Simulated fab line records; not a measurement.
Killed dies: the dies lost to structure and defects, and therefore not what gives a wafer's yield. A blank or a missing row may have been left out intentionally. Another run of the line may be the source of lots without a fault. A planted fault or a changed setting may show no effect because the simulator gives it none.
fab line records    flow n5_finfet
record lots=4  wafers=12  last_day=16
route steps=1938 shown PMOS_HMC_CHANNEL_EPI@62 FIN_SAQP@90 BEOL_M4@1111
lots that met no fault: from a run of the same line without faults
start_h: hours from the record's opening day to when the first of the lot's shown wafers began    wait_h: hours from the lot's prior step to this one    " repeats the value in the row above    L1.1+2: one row covering several wafers at once    - no value, or no start was given    * or withheld: withheld    < > ~ a bound
route shown NAME@n: a module of which the file shows steps, and the number in the route of the first    usual: mean/standard deviation of fault-free wafers    same: alike in all rows    chamber/n: place in a boat    sites: readings site by site    _std_site: how widely they spread, as a standard deviation    _edge_site: mean of outer sites minus mean of inner sites    radius_mm: for every site, how far away it sits from the centre of the wafer    mask NAME#n: copy n    behind: the last tool/chamber to shape the wafer    hold: cause of the lot's hold/its duration in hours/its outcome    device: the n, p or np transistor that did not switch    end of line: tests of these same wafers at the route's end    a step without rows: its recipe alone    killed: the dies lost at the first sort to structure and to defects; this is not the yield of the wafer    map: a wafer's dies, marking killed ones x, the rest . and places with no die _
set.NAME: the setting the step ran with; set.NAME@STEP: the setting that earlier step ran with    model.NAME: the simulator's own value behind a step, which no gauge read
lots seen at some steps along the route; tables by step, rows by wafer
## steps
# step N5_PMOS_HMC_CHANNEL_EPI_EXPOSE_06
# recipe mask_id=PMOS_HMC_BLK  na=1.35  source_shape=conventional  sigma_outer=0.8  polarization=unpolarized  target_cd_nm=240  dose_mj=41
# step N5_PMOS_HMC_CHANNEL_EPI_PEB_07
# recipe peb_temp_c=110  peb_time_s=60  resist=CAR-ArF-block
# step N5_PMOS_HMC_CHANNEL_EPI_DEVELOP_08
# recipe develop_time_s=30  developer=TMAH  resist=CAR-ArF-block  dev_temp_c=23  rinse_liquid=diw  dry=air_spin
# step N5_PMOS_HMC_CHANNEL_EPI_DESCUM_14
# recipe chemistry=O2  time_s=7.9  source_power_w=50  bias_power_w=20  pressure_mtorr=20  rf_frequency_hz=2.712e+07  temp_c=40  resist=CAR-ArF-block  o2_flow_sccm=225
# step N5_PMOS_HMC_CHANNEL_EPI_ETCH_32
# recipe chemistry=N2/H2  target=BARC  stop_on=SiO2  target_depth_a=858  over_etch_frac=0.3  time_s=50.3  ion_energy_ev=200  mask_material=CAR-ArF-block  pressure_mtorr=30  source_w=840  bias_w=150  n2_flow_sccm=200  h2_flow_sccm=200
# step N5_PMOS_HMC_CHANNEL_EPI_HM_OPEN_15
# recipe chemistry=CHF3/O2  target=SiO2  mask_material=CAR-ArF-block  target_depth_a=406  CHF3_flow_sccm=50  O2_flow_sccm=5  Ar_flow_sccm=200  time_s=20.3  pressure_mtorr=30  source_w=650  bias_w=170  ion_energy_ev=200
# step N5_PMOS_HMC_CHANNEL_EPI_STRIP_33
# recipe chemistry=N2/H2  power_w=500  temp_c=40  pressure_mtorr=50  rf_frequency_hz=6e+07  overash_fraction=0.3  bias_power_w=8  h2_frac=0.5  n2_flow_sccm=300  h2_flow_sccm=300
# step N5_PMOS_HMC_CHANNEL_EPI_STRIP_17
# recipe chemistry=SPM  time_s=750  temp_c=130  h2so4_h2o2_vol_ratio=4  dry=ipa_marangoni
# step N5_PMOS_HMC_CHANNEL_EPI_ETCH_38
# recipe chemistry=CF4  target=SiO2  target_depth_a=15  ion_energy_ev=350  pressure_mtorr=10  icp_w=800  bias_w=400  cf4_flow_sccm=80
# step N5_PMOS_HMC_CHANNEL_EPI_FIN_RECESS_16
# recipe chemistry=HBr/Cl2  target=Si  mask_material=SiO2  target_depth_a=540  time_s=18  pressure_mtorr=10  icp_w=800  bias_w=75  HBr_flow_sccm=150  Cl2_flow_sccm=80
# usual drypump_motor_current_A=5.6/0.43  oes_product_au=1.007/0.016  rf_fwd_power_W=795.3/2.6  throttle_valve_pct=35.44/0.28
lot.wafer  tool       chamber  start_h  wait_h  drypump_motor_current_A  oes_product_au  rf_fwd_power_W  rf_hours_counter_h  throttle_valve_pct  model.PMOS_HMC_CHANNEL_EPI.feature_depth_nm  model.etch.depth_nm
L505.2     rie_si-03  3        72.32    0.0     5.3                      1.035           793.5           34                  34.93               54.41                                        54.41
L505.5     "          1        "        "       6.0                      1.015           794.6           -                   35.56               54.4                                         54.4
L505.6     "          0        "        "       5.9                      0.987           792.2           -                   35.06               54.17                                        54.17
L507.1     rie_si-03  0        83.65    0.0     5.9                      1.000           798.1           80                  35.06               54.66                                        54.66
L507.3     "          3        "        "       5.4                      1.036           794.4           34                  34.93               55.13                                        55.13
L507.6     "          2        "        "       6.1                      1.027           -               -                   34.99               51.39                                        51.39
L511.2     rie_si-03  2        107.87   0.0     6.1                      1.022           -               109                 35.00               50.88                                        50.88
L511.3     "          3        "        "       5.3                      1.036           797.2           35                  34.94               54.19                                        54.19
L511.4     "          0        "        "       5.9                      0.995           797.1           80                  35.05               54.3                                         54.3
L516.4     rie_si-06  0        138.32   0.0     5.9                      1.010           795.1           126                 35.38               53.82                                        53.82
L516.5     "          3        "        "       5.7                      0.989           797.5           -                   35.39               53.76                                        53.76
L516.6     "          2        "        "       5.9                      1.022           798.0           -                   35.56               54.09                                        54.09
# step N5_PMOS_HMC_CHANNEL_EPI_PRECLEAN_36
# recipe chemistry=O3/DIW  time_s=45  temp_c=22  o3_ppm=10
# step N5_PMOS_HMC_CHANNEL_EPI_PRECLEAN_18
# recipe chemistry=DHF  time_s=30  temp_c=25  dilution=withheld
# step N5_PMOS_HMC_CHANNEL_EPI_SRD_19
# recipe dry=ipa_marangoni  do_ppb=5  time_s=30  temp_c=23  rinse_liquid=diw
# step N5_PMOS_HMC_CHANNEL_EPI_EPI_20
# recipe material=SiGe30  mask_material=SiO2  pressure_torr=20  target_thk_a=590  temp_c=600
# step N5_PMOS_HMC_CHANNEL_EPI_HM_STRIP_35
# recipe chemistry=dHF  temp_c=25  material=SiO2  target=SiO2  target_depth_a=396  time_s=216
# step N5_PMOS_HMC_CHANNEL_EPI_SRD_39
# recipe dry=ipa_marangoni  time_s=30  temp_c=23  rinse_liquid=diw
# step N5_PMOS_HMC_CHANNEL_EPI_CMP_21
# recipe material=SiGe30  post_cmp_clean=alkaline_brush  target_thk_nm=54
# step N5_PMOS_HMC_CHANNEL_EPI_THK_MEAS_22
# recipe reads=SiGe30_of_PMOS_HMC_CHANNEL_EPI_EPI_20
# usual HMC_CMP_THK=54.1/0.67
lot.wafer  tool           chamber  start_h  wait_h  HMC_CMP_THK[nm]
L505.2     film_metro-01  -        74.16    -       54.4
L505.5     "              -        "        "       54.4
L505.6     "              -        "        "       54.1
L507.1     film_metro-01  -        85.46    -       54.7
L507.3     "              -        "        "       55.4
L507.6     "              -        "        "       51.5
L511.2     film_metro-01  -        109.67   -       50.9
L511.3     "              -        "        "       54.3
L511.4     "              -        "        "       54.4
L516.4     film_metro-02  -        140.14   -       53.8
L516.5     "              -        "        "       53.5
L516.6     "              -        "        "       54.2
# step N5_PMOS_HMC_CHANNEL_EPI_PRECLEAN_40
# recipe chemistry=DHF  time_s=30  temp_c=25  dilution=withheld
# step N5_PMOS_HMC_CHANNEL_EPI_PRECLEAN_37
# recipe chemistry=O3/DIW  time_s=45  temp_c=22  o3_ppm=10
# step N5_PMOS_HMC_CHANNEL_EPI_PRECLEAN_24
# recipe chemistry=DHF  time_s=30  temp_c=25  dilution=withheld
# step N5_PMOS_HMC_CHANNEL_EPI_SRD_25
# recipe dry=ipa_marangoni  do_ppb=5  time_s=30  temp_c=23  rinse_liquid=diw
# step N5_PMOS_HMC_CHANNEL_EPI_EPI_26
# recipe material=Si  target_thk_a=38  temp_c=650  precursor=SiH4/H2  pressure_torr=20  time_s=22.7
# step N5_FIN_SAQP_PRECLEAN_42
# recipe chemistry=O3/DIW  time_s=60  temp_c=22  o3_ppm=10
# step N5_FIN_SAQP_PRECLEAN_00
# recipe chemistry=SC1  time_s=60  temp_c=55  mix=1:2:50
# step N5_FIN_SAQP_PRECLEAN_44
# recipe chemistry=SC2  time_s=45  temp_c=35  mix=1:1:50
# step N5_FIN_SAQP_SRD_01
# recipe dry=ipa_marangoni  time_s=30  temp_c=23  rinse_liquid=diw
# step N5_FIN_SAQP_ALD_61
# recipe material=SiO2  target_thk_a=40  temp_c=300  ald_precursor_family=BDEAS  ald_co_reactant=O2-plasma  pulse_time_s=1  purge_time_s=2  co_reactant_purge_time_s=2  ald_cycles=43  pressure_torr=2
# step N5_FIN_SAQP_DENSIFY_62
# recipe temp_c=700  time_s=60  ambient=N2  idle_temp_c=600  ramp_up_c_per_s=150  ramp_down_c_per_s=60  cool_to_c=600
# step N5_FIN_SAQP_HM_DEP_03
# recipe material=SiNx  target_thk_a=380  temp_c=400  precursor=SiH4/NH3/N2  pressure_torr=1.5  rf_w=300  time_s=33.6
# step N5_FIN_SAQP_PECVD_47
# recipe material=a-Si  target_thk_a=450  temp_c=400  precursor=SiH4/He  pressure_torr=3  rf_w=100  time_s=36.3
# step N5_FIN_SAQP_PECVD_48
# recipe material=SiNx  target_thk_a=250  temp_c=400  precursor=SiH4/NH3/N2  pressure_torr=1.5  rf_w=300  time_s=22.1
# step N5_FIN_SAQP_PECVD_06
# recipe material=a-Si  target_thk_a=600  temp_c=400  precursor=SiH4/He  pressure_torr=3  rf_w=100  time_s=48.1
# step N5_FIN_SAQP_HM_DEP_72
# recipe material=SiO2  target_thk_a=120  temp_c=400  precursor=SiH4/N2O  pressure_torr=0.75  rf_w=275  time_s=7.2
# step N5_FIN_SAQP_COAT_49
# recipe resist=SOC  temp_c=250  time_s=60  spin_rpm=1500  resist_thk_nm=100
# step N5_BEOL_M4_RC_MEAS_101
# usual CJ_P=5.78/0.14  DIBL_N=35.9/1.6  DIBL_P=35.6/2.1  IOFF_N=0.149/0.029  IOFF_P=0.20/0.033  ION_N=671/11  ION_P=460/7.3  SS_N=71.4/0.62  SS_P=73.2/0.65  VT_N=251/3.1  VT_P=-251/3.4
lot.wafer  tool       chamber  start_h  wait_h  CJ_P  DIBL_N[mV/V]  DIBL_P[mV/V]  IOFF_N[nA/um]  IOFF_P[nA/um]  ION_N[uA/um]  ION_P[uA/um]  SS_N[mV/dec]  SS_P[mV/dec]  VT_N[mV]  VT_P[mV]
L505.2     prober-01  0        222.77   0.2     5.70  35.2          35.6          0.148          0.20           677           470           70.5          73.3          251       -247
L505.5     "          0        "        "       5.73  34.3          34.7          0.128          0.19           666           459           70.7          73.2          254       -249
L505.6     "          0        "        "       5.74  34.4          34.8          0.140          0.19           675           461           71.5          73.0          252       -252
L507.1     prober-01  0        236.34   0.0     5.51  34.7          33.5          0.129          0.20           663           460           71.4          73.7          251       -249
L507.3     "          0        "        "       5.66  34.8          33.8          0.125          0.22           653           463           71.2          73.2          254       -249
L507.6     "          0        "        "       6.23  35.6          33.1          0.139          0.21           661           453           71.1          72.8          251       -246
L511.2     prober-01  0        257.49   0.2     6.26  38.9          37.6          0.172          0.21           681           458           72.8          74.3          249       -254
L511.3     "          0        "        "       5.75  35.9          35.4          0.135          0.18           668           458           71.1          74.0          251       -253
L511.4     "          0        "        "       5.74  35.8          36.1          0.137          0.18           680           466           71.0          73.4          253       -252
L516.4     prober-01  0        283.83   0.5     5.76  35.0          33.9          0.123          0.19           661           459           72.3          73.0          254       -252
L516.5     "          0        "        "       5.84  34.4          33.4          0.119          0.18           657           459           71.1          72.4          254       -251
L516.6     "          0        "        "       5.88  35.0          34.5          0.129          0.21           673           470           71.4          72.9          252       -250
## key
first_sign step=N5_PMOS_HMC_CHANNEL_EPI_THK_MEAS_22  reading=HMC_CMP_THK  direction=down  sigmas=4.4  usual=54.1  struck=51.2
effect step=N5_BEOL_M4_RC_MEAS_101  reading=CJ_P  direction=up  sigmas=3.3  usual=5.78  struck=6.25
model_effect step=N5_PMOS_HMC_CHANNEL_EPI_FIN_RECESS_16  value=PMOS_HMC_CHANNEL_EPI.feature_depth_nm  without=54.13  struck=51.14
met_at N5_PMOS_HMC_CHANNEL_EPI_FIN_RECESS_16
struck_wafers L507.6,L511.2
fault kind=process_parameter_drift  tool=rie_si-03  chamber=2  onset_h=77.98  steps=N5_PMOS_HMC_CHANNEL_EPI_FIN_RECESS_16  channel=time_s  offset=*  shape=step  end_h=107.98  acts_in=*  stated=*
